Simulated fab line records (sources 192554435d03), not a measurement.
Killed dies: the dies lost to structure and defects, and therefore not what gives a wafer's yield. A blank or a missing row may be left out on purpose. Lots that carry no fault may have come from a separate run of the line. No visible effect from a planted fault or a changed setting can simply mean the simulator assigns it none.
Matching of chambers || flow n5Finfet || N5_MIM_BOT_LITHO_DESCUM_10 on rieDiel-04: 4 sister chambers
The step chemistry O2, time 7.9 s. 4 wafers are shown with their chamber, then 10 later ones without.

## EACH WAFER AND ITS CHAMBER
{"wafer": "L084.4", "chamber": 3, "drypumpMotorCurrentA (A)": 6.14}
{"wafer": "L092.5", "chamber": 0, "drypumpMotorCurrentA (A)": 5.40}
{"wafer": "L093.2", "chamber": 1, "drypumpMotorCurrentA (A)": 5.98}
{"wafer": "L093.3", "chamber": 2, "drypumpMotorCurrentA (A)": 5.79}

## WAFERS WITH NO CHAMBER GIVEN
{"wafer": "L093.4", "drypumpMotorCurrentA (A)": 5.36}
{"wafer": "L094.2", "drypumpMotorCurrentA (A)": 5.84}
{"wafer": "L094.4", "drypumpMotorCurrentA (A)": 6.12}
{"wafer": "L094.5", "drypumpMotorCurrentA (A)": 5.39}
{"wafer": "L096.2", "drypumpMotorCurrentA (A)": 6.13}
{"wafer": "L096.3", "drypumpMotorCurrentA (A)": 5.86}
{"wafer": "L096.5", "drypumpMotorCurrentA (A)": 6.15}
{"wafer": "L097.2", "drypumpMotorCurrentA (A)": 6.10}
{"wafer": "L097.3", "drypumpMotorCurrentA (A)": 5.38}
{"wafer": "L097.5", "drypumpMotorCurrentA (A)": 6.14}

## EACH ONE'S CHAMBER
{"wafer": "L093.4", "from the rows above": 0, "in truth": 0}
{"wafer": "L094.2", "from the rows above": 2, "in truth": 2}
{"wafer": "L094.4", "from the rows above": 3, "in truth": 3}
{"wafer": "L094.5", "from the rows above": 0, "in truth": 0}
{"wafer": "L096.2", "from the rows above": 3, "in truth": 3}
{"wafer": "L096.3", "from the rows above": "can't be placed: 2 or 1", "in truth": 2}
{"wafer": "L096.5", "from the rows above": 3, "in truth": 3}
{"wafer": "L097.2", "from the rows above": 3, "in truth": 3}
{"wafer": "L097.3", "from the rows above": 0, "in truth": 0}
{"wafer": "L097.5", "from the rows above": 3, "in truth": 3}
9 of 10 placed correctly. Unplaceable from these rows: 1, with the true chamber sitting among the candidates in 1. Wrongly placed: 0.
How it was worked out, from the rows above alone: a wafer's distance from a chamber is the root of the sum, over the readings, of the square of ((its reading less the chamber's mean) divided by the reading's scatter). If the next closest chamber is less than 2 further off than the closest, the wafer can't be placed; otherwise it belongs to the closest. The mean given for a chamber averages the wafers shown for that chamber. The scatter (one wafer shown for each chamber): square how far every hidden wafer sits from the nearest shown wafer, average those squares and take the square root.
